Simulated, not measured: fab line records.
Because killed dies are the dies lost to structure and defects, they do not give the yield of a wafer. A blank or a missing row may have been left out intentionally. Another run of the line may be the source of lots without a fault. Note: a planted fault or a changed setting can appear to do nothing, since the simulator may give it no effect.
Chamber matching    flow n5Finfet    4 sister chambers for N5_FIN_CUT_ETCH_21 on rieDiel-06
The step etches SOC in N2/H2, target depth 219 nm, overetch 43.8 nm, time 523.5 s. 18 wafers are shown with their chamber, then 9 later ones without.

WAFERS WITH THEIR CHAMBER
wafer   chamber  showerheadPlenumPTorr (Torr)  drypumpMotorCurrentA (A)  throttleValvePct (%)
L075.3  0        2.62                          5.7                       17.74
L075.4  1        2.51                          4.7                       17.68
L075.6  3        2.35                          5.9                       17.31
L077.1  0        2.62                          5.7                       17.76
L077.2  2        2.69                          5.4                       17.60
L077.5  0        2.62                          5.7                       17.76
L078.2  1        2.51                          4.7                       17.70
L078.3  3        2.35                          5.9                       17.32
L078.5  3        2.35                          5.9                       17.31
L079.1  2        2.69                          5.4                       17.60
L079.2  0        2.61                          5.6                       17.76
L079.6  1        2.51                          4.7                       17.69
L080.1  3        2.35                          5.9                       17.32
L080.2  0        2.61                          5.6                       17.76
L080.4  2        2.69                          5.4                       17.59
L083.1  2        2.69                          5.4                       17.60
L083.2  3        2.34                          5.9                       17.33
L083.5  0        2.61                          5.7                       17.76

SIGNATURES (averages over the wafers above)
reading                chamber 0  chamber 1  chamber 2  chamber 3  scatter within a chamber
showerheadPlenumPTorr  2.6150     2.5100     2.6900     2.3480     0.00405
drypumpMotorCurrentA   5.667      4.700      5.400      5.900      0.0309
throttleValvePct       17.7567    17.6900    17.5975    17.3180    0.00797
Rule: distance of a wafer from a chamber = root of the sum over the readings of ((wafer's reading minus chamber's mean) / reading's scatter) squared. If the next closest chamber is less than 2 further off than the closest, the wafer can't be placed; otherwise it belongs to the closest. The scatter: the root of (the sum of the squares of (reading less its chamber's mean) over the shown wafers, divided by (wafers less chambers)).

WAFERS WHOSE CHAMBER IS MISSING
wafer   showerheadPlenumPTorr (Torr)  drypumpMotorCurrentA (A)  throttleValvePct (%)
L093.1  2.50                          4.7                       17.76
L093.5  2.33                          5.9                       17.38
L093.6  2.68                          5.4                       17.64
L095.1  2.33                          5.9                       17.38
L095.3  2.68                          5.4                       17.66
L095.5  2.68                          5.4                       17.65
L097.2  2.68                          5.4                       17.66
L097.3  2.33                          5.9                       17.39
L097.4  2.60                          5.6                       17.47

EACH ONE'S CHAMBER
wafer    from the rows above   in truth
L093.1   1                     1
L093.5   3                     3
L093.6   2                     2
L095.1   3                     3
L095.3   2                     2
L095.5   2                     2
L097.2   2                     2
L097.3   3                     3
L097.4   2                     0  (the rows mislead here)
Correctly placed: 8 of 9. Left unplaced by these rows: 0. 1 placed wrongly.
